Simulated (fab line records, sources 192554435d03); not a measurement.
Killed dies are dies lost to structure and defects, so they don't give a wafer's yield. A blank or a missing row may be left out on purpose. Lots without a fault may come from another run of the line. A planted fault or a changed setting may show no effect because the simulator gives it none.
fab line records | flow n5_finfet
record lots=24 wafers=72 last_day=21
route steps=1938 shown STI_FIN_REVEAL@187 SDB@356 HKMG_FIN@388
lots that met no fault: from a run of the same line without faults
start_h: hours from the record's first day to the start of the lot's first wafer shown | wait_h: hours since the lot's step before | " the same as in the row above | L1.1+2: a row that stands for several wafers | - no value, or no start given | * or withheld: withheld | < > ~ a bound
route shown NAME@n: a module of which the file shows steps, and the number in the route of the first | usual: mean/standard deviation of fault-free wafers | same: alike in all rows | chamber/n: place in a boat | sites: the reading at each site | _std_site: their standard deviation | _edge_site: outer sites' mean less inner sites' | radius_mm: how far each site lies from the wafer's centre | mask NAME#n: copy n | behind: the tool/chamber that last shaped the wafer | hold: why the lot was held/for how many hours/how that ended | device: the transistor (n, p or np) that didn't switch | end of line: the same wafers' tests at the end of the route | a step without rows: its recipe alone | killed: dies lost to structure and defects at the first sort, not the wafer's yield | map: a wafer's dies, x killed, . not, _ none there
set.NAME: the setting as run; set.NAME@STEP: as run at that earlier step | model.NAME: the simulator's own value behind a step, which no gauge read
steps of the route over a sample of lots; a table a step, a row a wafer
services: from which hour (start_h, from the record's first day; less than 0 if before it) a tool's chamber was out of use, for how many hours, and why
## steps
# step N5_STI_FIN_REVEAL_CMP_04
# recipe stop_on=Si3N4 t_overpolish_s=4 down_force_psi=2 platen_rpm=54.18 post_cmp_clean=alkaline_brush pad_velocity_m_s=1.078 target_thk_nm=131.83
# usual edge_zone_pressure_frac=1.001/0.0054 motor_current_A=8.4/0.57 overpolish_run_s=4.000/0.0092 slurry_filter_dp_kPa=13.50/0.16 time_to_endpoint_s=105/6.8
# columns lot.wafer tool chamber start_h wait_h edge_zone_pressure_frac motor_current_A overpolish_run_s slurry_filter_dp_kPa time_to_endpoint_s
L074.4 cmp-02 1 32.99 0.1 1.006 9.2 4.000 13.45 100
L074.3 " 2 " " 1.000 8.5 4.002 13.38 97
L074.6 " 0 " " 1.008 8.5 4.003 13.70 108
L075.3 cmp-04 1 39.09 0.0 1.000 8.3 4.015 13.81 97
L075.1 " 2 " " 0.996 7.7 3.999 13.41 105
L075.6 " 2 " " 1.001 7.8 3.991 13.31 105
L076.4 cmp-04 0 45.65 0.0 1.008 8.6 4.000 13.39 116
L076.1 " 1 " " 1.001 8.2 3.996 13.46 95
L076.6 " 0 " " 1.002 8.5 4.005 13.39 111
L077.3 cmp-04 3 52.94 0.1 1.005 8.4 4.005 13.34 112
L077.6 " 0 " " 0.991 8.7 3.994 13.78 115
L077.5 " 1 " " 0.993 8.4 3.995 13.29 99
L078.4 cmp-04 1 59.38 0.0 1.001 8.3 3.997 13.68 94
L078.2 " 3 " " 0.992 8.9 4.007 13.91 109
L078.6 " 2 " " 0.994 8.2 3.995 13.46 111
L079.3 cmp-01 3 64.65 0.0 1.008 9.6 3.995 13.37 115
L079.4 " 0 " " 1.014 8.0 4.008 13.61 113
L079.2 " 2 " " 0.990 7.3 4.019 13.29 116
L080.2 cmp-01 0 79.01 0.0 1.000 8.0 3.985 13.31 115
L080.3 " 1 " " 0.989 9.4 3.987 13.39 108
L080.5 " 0 " " 0.995 8.2 4.005 13.37 114
L081.1 cmp-04 2 82.86 0.1 1.000 7.7 4.009 13.47 109
L081.2 " 3 " " 1.000 8.2 4.007 13.76 109
L081.5 " 1 " " 0.997 7.9 4.005 13.44 98
L082.2 cmp-04 0 85.96 0.1 1.002 8.4 3.993 13.49 114
L082.6 " 1 " " 1.004 7.9 3.992 13.58 100
L082.5 " 2 " " 0.997 8.0 4.003 13.81 107
L083.3 cmp-04 0 87.37 0.0 0.999 8.4 3.999 13.41 114
L083.4 " 1 " " 1.008 8.3 4.005 13.53 104
L083.2 " 2 " " 1.007 8.0 3.998 13.22 109
L084.2 cmp-04 3 92.82 0.0 1.008 8.6 4.002 13.54 116
L084.4 " 1 " " 1.005 8.0 4.003 13.63 102
L084.5 " 0 " " 0.996 8.3 3.999 13.57 119
L085.1 cmp-04 2 99.77 0.1 1.000 7.7 4.002 13.34 115
L085.2 " 3 " " 1.007 7.6 3.987 13.63 115
L085.3 " 0 " " 1.001 8.8 4.006 13.38 118
L086.4 cmp-02 0 105.81 0.1 1.007 8.6 3.993 13.47 106
L086.3 " 1 " " 1.013 9.4 3.995 13.80 102
L086.5 " 3 " " 1.009 8.3 4.000 13.51 100
L087.2 cmp-01 2 111.32 0.1 0.996 7.1 4.019 13.54 102
L087.3 " 3 " " 1.004 9.0 3.977 13.57 101
L087.5 " 2 " " 1.004 7.1 3.998 13.45 102
L088.3 cmp-02 0 116.61 0.2 0.994 8.7 3.992 13.17 109
L088.6 " 1 " " 0.998 8.7 4.014 13.57 107
L088.5 " 2 " " 0.990 8.4 3.990 13.58 105
L089.4 cmp-01 2 122.45 0.1 0.993 7.0 4.009 13.55 104
L089.2 " 3 " " 0.994 9.4 3.994 13.80 103
L089.6 " 2 " " 0.991 7.3 3.995 13.44 104
L090.2 cmp-02 2 128.35 0.0 0.999 8.3 3.998 13.28 99
L090.4 " 0 " " 1.000 8.1 3.989 13.54 104
L090.5 " 3 " " 1.003 8.5 4.007 13.36 94
L091.1 cmp-02 1 135.27 0.0 1.004 9.2 4.017 13.58 106
L091.4 " 2 " " 1.000 8.0 3.995 13.15 104
L091.2 " 3 " " 1.007 8.1 4.013 13.42 102
L092.1 cmp-02 2 141.10 0.1 0.991 8.3 3.997 13.59 96
L092.4 " 0 " " 1.003 8.8 3.986 13.28 108
L092.6 " 1 " " 1.001 8.7 4.001 13.53 97
L093.1 cmp-01 1 146.83 0.0 0.999 9.1 4.014 13.29 97
L093.6 " 1 " " 1.008 9.3 4.014 13.23 98
L093.5 " 2 " " 0.995 7.0 4.004 13.57 105
L094.4 cmp-01 1 158.09 0.0 0.999 8.7 4.008 13.22 100
L094.2 " 2 " " 1.006 7.3 3.977 13.36 105
L094.3 " 0 " " 0.999 8.2 3.996 13.46 104
L095.3 cmp-02 2 160.70 0.1 1.000 8.7 3.997 13.60 96
L095.2 " 3 " " 0.998 8.2 3.999 13.84 97
L095.5 " 1 " " 1.005 9.0 4.011 13.65 101
L096.3 cmp-04 0 166.14 0.0 1.001 8.2 4.004 13.47 120
L096.4 " 2 " " 0.997 7.7 3.991 13.51 114
L096.2 " 3 " " 1.001 8.4 4.025 13.56 114
L097.2 cmp-02 1 171.89 0.0 1.002 9.1 3.991 13.60 101
L097.1 " 3 " " 0.997 8.3 3.996 13.65 96
L097.4 " 0 " " 0.995 8.8 3.999 13.38 106
# step N5_STI_FIN_REVEAL_DENSIFY_30
# recipe temp_c=* time_s=* ambient=N2 idle_temp_c=600 ramp_up_c_per_s=150 ramp_down_c_per_s=60 cool_to_c=600
# usual lamp_power_pct=11.53/0.059 lamp_zone_6_pct=11.451/0.015 wafer_temp_C_max=*
# columns lot.wafer tool chamber start_h wait_h lamp_power_pct lamp_zone_6_pct wafer_temp_C_max
L074.3 rtp_anneal-02 0 33.33 0.1 11.58 11.441 *
L074.4 " 0 " " 11.43 11.442 *
L074.6 " 0 " " 11.49 11.461 *
L075.1 rtp_anneal-02 0 39.41 0.0 11.55 11.455 *
L075.3 " 0 " " 11.41 11.432 *
L075.6 " 0 " " 11.49 11.454 *
L076.1 rtp_anneal-02 0 45.97 0.0 11.61 11.464 *
L076.4 " 0 " " 11.59 11.460 *
L076.6 " 0 " " 11.54 11.448 *
L077.3 rtp_anneal-02 0 53.30 0.2 11.55 11.458 *
L077.5 " 0 " " 11.50 11.466 *
L077.6 " 0 " " 11.45 11.465 *
L078.2 rtp_anneal-02 0 59.73 0.1 11.44 11.466 *
L078.4 " 0 " " 11.62 11.456 *
L078.6 " 0 " " 11.50 11.440 *
L079.2 rtp_anneal-02 0 65.00 0.1 11.61 11.468 *
L079.3 " 0 " " 11.51 11.445 *
L079.4 " 0 " " 11.43 11.452 *
L080.2 rtp_anneal-02 0 79.36 0.1 11.56 11.449 *
L080.3 " 0 " " 11.49 11.468 *
L080.5 " 0 " " 11.61 11.456 *
L081.1 rtp_anneal-02 0 83.14 0.0 11.46 11.455 *
L081.2 " 0 " " 11.47 11.469 *
L081.5 " 0 " " 11.48 11.428 *
L082.2 rtp_anneal-02 0 86.33 0.2 11.46 11.475 *
L082.5 " 0 " " 11.68 11.441 *
L082.6 " 0 " " 11.58 11.456 *
L083.2 rtp_anneal-01 0 87.72 0.1 11.56 11.445 *
L083.3 " 0 " " 11.50 11.427 *
L083.4 " 0 " " 11.63 11.465 *
L084.2 rtp_anneal-02 0 93.17 0.1 11.52 11.442 *
L084.4 " 0 " " 11.53 11.447 *
L084.5 " 0 " " 11.60 11.434 *
L085.1 rtp_anneal-01 0 100.05 0.0 11.64 11.440 *
L085.2 " 0 " " 11.48 11.500 *
L085.3 " 0 " " 11.48 11.460 *
L086.3 rtp_anneal-02 0 106.12 0.1 11.61 11.443 *
L086.4 " 0 " " 11.48 11.437 *
L086.5 " 0 " " 11.62 11.474 *
L087.2 rtp_anneal-02 0 111.63 0.1 11.49 11.456 *
L087.3 " 0 " " 11.41 11.445 *
L087.5 " 0 " " 11.56 11.455 *
L088.3 rtp_anneal-01 0 116.88 0.1 11.58 11.450 *
L088.5 " 0 " " 11.53 11.428 *
L088.6 " 0 " " 11.49 11.456 *
L089.2 rtp_anneal-02 0 122.76 0.1 11.53 11.446 *
L089.4 " 0 " " 11.60 11.440 *
L089.6 " 0 " " 11.49 11.463 *
L090.2 rtp_anneal-02 0 128.71 0.1 11.56 11.465 *
L090.4 " 0 " " 11.50 11.469 *
L090.5 " 0 " " 11.54 11.444 *
L091.1 rtp_anneal-01 0 135.59 0.0 11.49 11.444 *
L091.2 " 0 " " 11.46 11.429 *
L091.4 " 0 " " 11.51 11.426 *
L092.1 rtp_anneal-02 0 141.39 0.0 11.52 11.445 *
L092.4 " 0 " " 11.64 11.442 *
L092.6 " 0 " " 11.56 11.498 *
L093.1 rtp_anneal-02 0 147.15 0.0 11.55 11.441 *
L093.5 " 0 " " 11.51 11.439 *
L093.6 " 0 " " 11.62 11.437 *
L094.2 rtp_anneal-01 0 158.45 0.1 11.41 11.441 *
L094.3 " 0 " " 11.64 11.437 *
L094.4 " 0 " " 11.58 11.432 *
L095.2 rtp_anneal-02 0 160.97 0.1 11.50 11.451 *
L095.3 " 0 " " 11.53 11.458 *
L095.5 " 0 " " 11.54 11.472 *
L096.2 rtp_anneal-01 0 166.50 0.1 11.53 11.420 *
L096.3 " 0 " " 11.49 11.481 *
L096.4 " 0 " " 11.51 11.465 *
L097.1 rtp_anneal-02 0 172.21 0.0 11.46 11.433 *
L097.2 " 0 " " 11.51 11.437 *
L097.4 " 0 " " 11.55 11.462 *
# step N5_STI_FIN_REVEAL_STRIP_24
# recipe chemistry=N2/H2 time_s=90 power_w=100 temp_c=40 pressure_mtorr=100 rf_frequency_hz=6e+07 bias_power_w=3 n2_flow_sccm=300 h2_flow_sccm=300
# usual bias_power_w=3.000/0.0082 drypump_motor_current_A=5.6/0.57 oes_product_au=0.78/0.087 rf_vpp_V=45.3/0.78 showerhead_plenum_p_Torr=3.39/0.091 throttle_valve_pct=12.03/0.2
# columns lot.wafer tool chamber start_h wait_h bias_power_w drypump_motor_current_A oes_product_au rf_hours_counter_h rf_vpp_V showerhead_plenum_p_Torr throttle_valve_pct
L074.3 rie_diel-05 3 33.59 0.1 2.999 5.3 0.67 - 44.0 3.33 12.45
L074.4 " 0 " " 3.001 5.3 0.86 - 46.6 3.41 11.88
L074.6 " 0 " " 2.988 5.3 0.86 - 45.7 3.41 11.88
L075.1 rie_diel-04 0 39.71 0.0 2.999 5.7 0.71 187 44.4 3.32 12.07
L075.3 " 3 " " 3.014 6.5 0.76 165 45.0 3.49 12.04
L075.6 " 3 " " 3.007 6.6 0.75 - 44.2 3.49 12.03
L076.1 rie_diel-01 2 46.31 0.0 3.005 5.2 0.71 193 45.4 3.21 11.99
L076.4 " 0 " " 3.009 5.5 0.75 153 46.4 3.38 12.20
L076.6 " 1 " " 2.992 5.1 0.78 - 44.5 3.59 12.31
L077.3 rie_diel-04 0 53.49 0.0 3.005 5.8 0.71 194 43.8 3.32 12.10
L077.5 " 3 " " 3.000 6.6 0.75 - 45.6 3.48 12.05
L077.6 " 0 " " 3.010 5.8 0.70 - 44.6 3.32 12.10
L078.2 rie_diel-04 2 59.97 0.0 2.992 4.9 0.79 107 46.2 3.41 11.80
L078.4 " 0 " " 2.994 5.7 0.71 197 45.8 3.32 12.10
L078.6 " 1 " " 3.009 6.4 0.99 - 46.5 3.48 12.07
L079.2 rie_diel-04 3 65.22 0.0 3.006 6.5 0.74 177 44.7 3.48 12.06
L079.3 " 0 " " 2.982 5.7 0.69 199 44.7 3.32 12.11
L079.4 " 1 " " 3.001 6.4 0.97 3 44.3 3.48 12.10
L080.2 rie_diel-04 0 79.58 0.0 2.999 5.8 0.69 203 44.4 3.31 12.10
L080.3 " 2 " " 2.994 4.9 0.78 114 45.8 3.40 11.82
L080.5 " 0 " " 3.001 5.8 0.70 - 45.4 3.31 12.10
L081.1 rie_diel-01 2 83.39 0.0 2.991 5.2 0.69 207 45.4 3.20 12.03
L081.2 " 3 " " 3.007 5.6 0.88 32 45.4 3.33 11.76
L081.5 " 3 " " 3.017 5.6 0.89 - 45.1 3.33 11.78
L082.2 rie_diel-05 0 86.55 0.0 2.997 5.2 0.83 80 46.6 3.41 11.92
L082.5 " 0 " " 3.001 5.2 0.83 - 45.6 3.41 11.92
L082.6 " 3 " " 3.000 5.3 0.65 - 45.3 3.32 12.49
L083.2 rie_diel-04 2 87.93 0.0 2.999 4.9 0.77 116 46.5 3.40 11.83
L083.3 " 1 " " 3.001 6.3 0.96 8 46.0 3.47 12.10
L083.4 " 3 " " 3.003 6.6 0.73 183 47.3 3.48 12.07
L084.2 rie_diel-05 1 93.38 0.0 3.001 6.5 0.92 14 45.6 3.32 11.69
L084.4 " 2 " " 3.004 5.4 0.78 115 45.8 3.38 11.83
L084.5 " 0 " " 2.990 5.2 0.83 - 45.9 3.41 11.94
L085.1 rie_diel-04 3 100.30 0.0 3.002 6.5 0.73 186 44.1 3.48 12.08
L085.2 " 1 " " 3.019 6.3 0.93 11 44.5 3.47 12.11
L085.3 " 0 " " 2.993 5.8 0.70 207 44.6 3.31 12.13
L086.3 rie_diel-04 3 106.30 0.0 3.014 6.6 0.73 187 45.9 3.47 12.10
L086.4 " 1 " " 2.984 6.4 0.94 12 45.3 3.47 12.12
L086.5 " 2 " " 2.997 4.9 0.76 - 45.7 3.40 11.84
L087.2 rie_diel-01 0 111.85 0.0 3.011 5.5 0.74 173 43.9 3.37 12.25
L087.3 " 3 " " 3.008 5.6 0.88 40 45.0 3.32 11.79
L087.5 " 3 " " 3.001 5.7 0.87 - 44.9 3.32 11.79
L088.3 rie_diel-05 2 117.06 0.0 2.992 5.4 0.78 119 45.5 3.38 11.84
L088.5 " 1 " " 2.991 6.4 0.93 - 45.3 3.32 11.73
L088.6 " 0 " " 2.996 5.2 0.82 - 44.9 3.40 11.96
L089.2 rie_diel-01 0 122.98 0.0 3.010 5.5 0.74 176 45.5 3.37 12.28
L089.4 " 3 " " 2.985 5.7 0.87 44 46.2 3.32 11.80
L089.6 " 3 " " 2.998 5.7 0.86 - 44.7 3.32 11.79
L090.2 rie_diel-05 3 128.92 0.0 3.002 5.3 0.98 2 45.0 3.32 11.88
L090.4 " 1 " " 2.987 6.5 0.92 19 45.6 3.32 11.73
L090.5 " 2 " " 3.003 5.4 0.78 - 46.1 3.38 11.85
L091.1 rie_diel-01 1 135.83 0.0 2.987 5.1 0.75 147 45.7 3.57 12.37
L091.2 " 2 " " 3.007 5.3 0.69 219 45.3 3.20 12.06
L091.4 " 0 " " 3.003 5.5 0.74 179 45.7 3.37 12.27
L092.1 rie_diel-04 3 141.64 0.0 2.990 6.6 0.71 197 45.1 3.47 12.12
L092.4 " 2 " " 2.998 4.9 0.75 130 44.9 3.40 11.86
L092.6 " 1 " " 2.993 6.4 0.90 - 45.0 3.47 12.14
L093.1 rie_diel-01 3 147.40 0.0 2.996 5.6 0.86 49 45.6 3.32 11.81
L093.5 " 0 " " 2.976 5.5 0.73 - 46.3 3.37 12.27
L093.6 " 1 " " 2.999 5.1 0.74 - 44.4 3.57 12.36
L094.2 rie_diel-05 1 158.66 0.0 2.994 6.4 0.89 28 45.1 3.31 11.74
L094.3 " 2 " " 2.991 5.4 0.78 130 45.2 3.37 11.87
L094.4 " 0 " " 3.003 5.3 0.80 95 45.2 3.40 11.97
L095.2 rie_diel-04 2 161.19 0.0 3.011 4.9 0.75 135 46.5 3.39 11.85
L095.3 " 1 " " 3.017 6.4 0.89 26 45.6 3.46 12.16
L095.5 " 0 " " 3.011 5.8 0.68 - 43.3 3.30 12.16
L096.2 rie_diel-04 1 166.71 0.0 3.006 6.4 0.90 28 44.0 3.46 12.17
L096.3 " 2 " " 2.985 4.9 0.75 136 45.4 3.39 11.87
L096.4 " 0 " " 2.993 5.8 0.67 221 45.0 3.30 12.16
L097.1 rie_diel-01 0 172.54 0.0 3.013 5.5 0.72 187 44.7 3.36 12.28
L097.2 " 3 " " 3.008 5.6 0.85 55 44.7 3.32 11.81
L097.4 " 1 " " 3.008 5.1 0.74 155 44.9 3.57 12.39
# step N5_SDB_CD_MEAS_11
# recipe target_cd_nm=50 landing_energy_ev=500 detector=se_inlens polarity=opening
# usual cd_nm=49.4/1.2
# columns lot.wafer tool chamber start_h wait_h cd_nm
L074.3 cd_sem-03 0 67.12 - 49.9
L074.4 " 0 " " 48.8
L074.6 " 0 " " 49.3
L075.1 cd_sem-01 0 71.40 - 51.0
L075.3 " 0 " " 50.4
L075.6 " 0 " " 52.3
L076.1 cd_sem-03 0 77.81 - 50.4
L076.4 " 0 " " 49.0
L076.6 " 0 " " 48.1
L077.3 cd_sem-01 0 86.05 - 48.8
L077.5 " 0 " " 49.2
L077.6 " 0 " " 48.9
L078.2 cd_sem-03 0 94.95 - 47.7
L078.4 " 0 " " 49.2
L078.6 " 0 " " 48.9
L079.2 cd_sem-02 0 101.05 - 48.2
L079.3 " 0 " " 49.8
L079.4 " 0 " " 49.8
L080.2 cd_sem-03 0 109.73 - 50.4
L080.3 " 0 " " 49.2
L080.5 " 0 " " 50.7
L081.1 cd_sem-03 0 116.96 - 48.9
L081.2 " 0 " " 50.2
L081.5 " 0 " " 50.3
L082.2 cd_sem-01 0 117.81 - 49.6
L082.5 " 0 " " 50.4
L082.6 " 0 " " 49.2
L083.2 cd_sem-02 0 120.80 - 48.5
L083.3 " 0 " " 48.9
L083.4 " 0 " " 49.4
L084.2 cd_sem-01 0 126.50 - 50.6
L084.4 " 0 " " 48.8
L084.5 " 0 " " 49.4
L085.1 cd_sem-01 0 130.72 - 49.7
L085.2 " 0 " " 49.8
L085.3 " 0 " " 47.6
L086.3 cd_sem-02 0 137.82 - 47.7
L086.4 " 0 " " 49.7
L086.5 " 0 " " 49.9
L087.2 cd_sem-03 0 142.83 - 49.5
L087.3 " 0 " " 48.8
L087.5 " 0 " " 50.8
L088.3 cd_sem-01 0 148.03 - 48.0
L088.5 " 0 " " 46.9
L088.6 " 0 " " 48.6
L089.2 cd_sem-01 0 154.00 - 50.2
L089.4 " 0 " " 49.1
L089.6 " 0 " " 49.5
L090.2 cd_sem-02 0 160.10 - 49.7
L090.4 " 0 " " 48.9
L090.5 " 0 " " 49.4
L091.1 cd_sem-02 0 165.66 - 49.3
L091.2 " 0 " " 50.6
L091.4 " 0 " " 50.9
L092.1 cd_sem-03 0 175.16 - 50.6
L092.4 " 0 " " 50.0
L092.6 " 0 " " 49.8
L093.1 cd_sem-01 0 177.22 - 49.8
L093.5 " 0 " " 48.6
L093.6 " 0 " " 49.2
L094.2 cd_sem-03 0 189.83 - 51.7
L094.3 " 0 " " 48.6
L094.4 " 0 " " 50.5
L095.2 cd_sem-03 0 192.51 - 50.2
L095.3 " 0 " " 50.6
L095.5 " 0 " " 51.0
L096.2 cd_sem-01 0 196.95 - 47.1
L096.3 " 0 " " 48.3
L096.4 " 0 " " 48.9
L097.1 cd_sem-03 0 204.07 - 47.9
L097.2 " 0 " " 49.2
L097.4 " 0 " " 47.6
# step N5_SDB_OVL_MEAS_12
# recipe points_per_wafer=44
# usual SDB_OVL=0.4/0.65
# columns lot.wafer tool chamber start_h wait_h SDB_OVL[nm]
L074.3 overlay-01 0 67.15 0.0 1.4
L074.4 " 0 " " 0.8
L074.6 " 0 " " 1.4
L075.1 overlay-01 0 71.43 0.0 0.3
L075.3 " 0 " " 1.2
L075.6 " 0 " " -0.2
L076.1 overlay-01 0 77.84 0.0 1.1
L076.4 " 0 " " 0.1
L076.6 " 0 " " 0.8
L077.3 overlay-02 0 86.08 0.0 0.4
L077.5 " 0 " " -0.1
L077.6 " 0 " " 1.3
L078.2 overlay-01 0 94.98 0.0 -0.1
L078.4 " 0 " " 0.6
L078.6 " 0 " " -0.3
L079.2 overlay-01 0 101.08 0.0 0.8
L079.3 " 0 " " -0.1
L079.4 " 0 " " 0.3
L080.2 overlay-02 0 109.76 0.0 0.3
L080.3 " 0 " " 0.6
L080.5 " 0 " " 0.4
L081.1 overlay-02 0 116.99 0.0 -0.6
L081.2 " 0 " " -0.1
L081.5 " 0 " " -1.5
L082.2 overlay-02 0 117.84 0.0 -1.0
L082.5 " 0 " " -0.2
L082.6 " 0 " " 0.3
L083.2 overlay-01 0 120.83 0.0 1.7
L083.3 " 0 " " 0.3
L083.4 " 0 " " 1.3
L084.2 overlay-01 0 126.53 0.0 1.4
L084.4 " 0 " " 0.8
L084.5 " 0 " " 0.6
L085.1 overlay-01 0 130.75 0.0 0.7
L085.2 " 0 " " 0.2
L085.3 " 0 " " 0.5
L086.3 overlay-01 0 137.86 0.0 0.2
L086.4 " 0 " " 0.2
L086.5 " 0 " " 1.0
L087.2 overlay-01 0 142.86 0.0 1.8
L087.3 " 0 " " 0.8
L087.5 " 0 " " 0.8
L088.3 overlay-01 0 148.06 0.0 0.3
L088.5 " 0 " " 0.1
L088.6 " 0 " " 1.1
L089.2 overlay-01 0 154.02 0.0 -0.7
L089.4 " 0 " " 0.7
L089.6 " 0 " " 0.9
L090.2 overlay-01 0 160.13 0.0 0.2
L090.4 " 0 " " 0.9
L090.5 " 0 " " 0.2
L091.1 overlay-01 0 165.69 0.0 -0.5
L091.2 " 0 " " -0.4
L091.4 " 0 " " 0.6
L092.1 overlay-01 0 175.20 0.0 0.8
L092.4 " 0 " " 0.0
L092.6 " 0 " " 0.2
L093.1 overlay-01 0 177.25 0.0 0.3
L093.5 " 0 " " -0.4
L093.6 " 0 " " 0.0
L094.2 overlay-01 0 189.86 0.0 1.6
L094.3 " 0 " " 0.7
L094.4 " 0 " " 0.1
L095.2 overlay-01 0 192.54 0.0 0.3
L095.3 " 0 " " 0.3
L095.5 " 0 " " 0.2
L096.2 overlay-01 0 196.98 0.0 0.3
L096.3 " 0 " " 0.5
L096.4 " 0 " " -0.3
L097.1 overlay-01 0 204.45 0.4 0.0
L097.2 " 0 " " -0.5
L097.4 " 0 " " -0.6
# step N5_HKMG_FIN_ALD_74
# recipe material=La2O3 target_thk_a=5 temp_c=250 ald_precursor_family=La-Cp ald_co_reactant=O3 pulse_time_s=6 co_reactant_pulse_time_s=1 purge_time_s=3 co_reactant_purge_time_s=3
# usual heater_power_w=342/42 precursor_pulse_height_rel=1.001/0.02
# same pulse_time_s=6
# columns lot.wafer tool chamber start_h wait_h heater_power_w precursor_pulse_height_rel
L074.3 ald_hk-01 0 72.12 0.1 325 1.029
L074.4 " 3 " " 373 0.947
L074.6 " 0 " " 328 0.973
L075.1 ald_hk-02 2 77.07 0.2 326 0.989
L075.3 " 1 " " 336 0.992
L075.6 " 2 " " 322 1.027
L076.1 ald_hk-01 0 83.05 0.2 327 1.018
L076.4 " 3 " " 376 0.994
L076.6 " 1 " " 305 0.972
L077.3 ald_hk-03 2 91.88 0.1 317 1.020
L077.5 " 1 " " 282 1.033
L077.6 " 2 " " 307 0.968
L078.2 ald_hk-02 3 99.88 0.2 352 1.000
L078.4 " 2 " " 322 1.014
L078.6 " 3 " " 357 0.962
L079.2 ald_hk-01 3 106.10 0.2 382 1.013
L079.3 " 1 " " 314 1.010
L079.4 " 2 " " 427 0.976
L080.2 ald_hk-01 2 114.85 0.2 443 1.005
L080.3 " 1 " " 309 1.015
L080.5 " 2 " " 424 1.053
L081.1 ald_hk-03 3 121.88 0.2 389 0.993
L081.2 " 1 " " 284 1.016
L081.5 " 2 " " 315 1.024
L082.2 ald_hk-02 1 124.33 0.2 331 0.998
L082.5 " 3 " " 343 1.013
L082.6 " 2 " " 321 1.031
L083.2 ald_hk-01 0 126.10 0.2 325 0.995
L083.3 " 3 " " 385 0.993
L083.4 " 1 " " 313 0.982
L084.2 ald_hk-03 0 131.46 0.2 285 1.003
L084.4 " 3 " " 399 0.992
L084.5 " 1 " " 278 1.004
L085.1 ald_hk-02 1 136.24 0.2 321 0.968
L085.2 " 2 " " 342 1.020
L085.3 " 3 " " 342 1.002
L086.3 ald_hk-01 0 142.79 0.1 321 1.025
L086.4 " 3 " " 380 0.971
L086.5 " 1 " " 306 0.997
L087.2 ald_hk-03 2 148.25 0.2 319 0.975
L087.3 " 0 " " 280 1.009
L087.5 " 1 " " 281 0.995
L088.3 ald_hk-02 2 153.07 0.1 321 0.982
L088.5 " 1 " " 329 0.985
L088.6 " 2 " " 331 0.995
L089.2 ald_hk-01 3 158.92 0.2 381 1.019
L089.4 " 2 " " 438 0.987
L089.6 " 2 " " 429 0.997
L090.2 ald_hk-03 2 165.08 0.2 313 1.006
L090.4 " 1 " " 281 0.986
L090.5 " 0 " " 283 1.006
L091.1 ald_hk-02 3 170.90 0.3 351 0.999
L091.2 " 2 " " 331 0.972
L091.4 " 1 " " 337 0.983
L092.1 ald_hk-01 2 180.90 0.2 437 0.972
L092.4 " 1 " " 309 1.039
L092.6 " 3 " " 377 1.011
L093.1 ald_hk-01 3 182.30 0.2 376 1.001
L093.5 " 3 " " 368 1.017
L093.6 " 0 " " 324 1.035
L094.2 ald_hk-02 1 195.33 0.3 332 0.980
L094.3 " 3 " " 351 0.984
L094.4 " 2 " " 330 1.030
L095.2 ald_hk-03 1 197.44 0.2 284 0.964
L095.3 " 0 " " 286 0.979
L095.5 " 2 " " 315 1.017
L096.2 ald_hk-01 3 201.92 0.2 382 0.986
L096.3 " 0 " " 326 1.026
L096.4 " 2 " " 443 0.995
L097.1 ald_hk-02 3 209.35 0.2 345 0.998
L097.2 " 1 " " 326 1.007
L097.4 " 0 " " 353 0.978
## services
# columns tool chamber start_h hours kind
cmp-04 - 11.89 1.1 repair
cmp-04 - 15.20 0.6 repair
ald_hk-03 - 16.00 14.0 pm
ald_hk-01 - 18.74 6.7 repair
rie_diel-05 2 27.33 21.1 repair
rie_diel-05 1 30.14 9.1 repair
ald_hk-02 - 46.82 0.3 repair
rie_diel-05 - 48.53 14.6 pm
cmp-01 - 49.19 0.6 repair
cmp-01 - 63.05 0.8 repair
ald_hk-03 - 63.19 1.2 repair
cmp-02 - 94.13 2.5 repair
rie_diel-01 1 110.94 3.2 repair
ald_hk-02 - 112.34 6.0 pm
cmp-04 - 122.74 6.0 pm
rie_diel-01 - 123.84 1.0 repair
rie_diel-04 0 130.04 8.7 repair
cmp-02 - 145.23 0.3 repair
rie_diel-01 - 147.93 0.5 repair
cmp-02 - 160.85 4.0 pm
cmp-04 - 168.36 0.7 repair
cmp-04 - 177.61 0.6 repair
rie_diel-04 3 206.48 9.8 repair
rie_diel-01 0 208.40 5.3 repair
## key
fault none
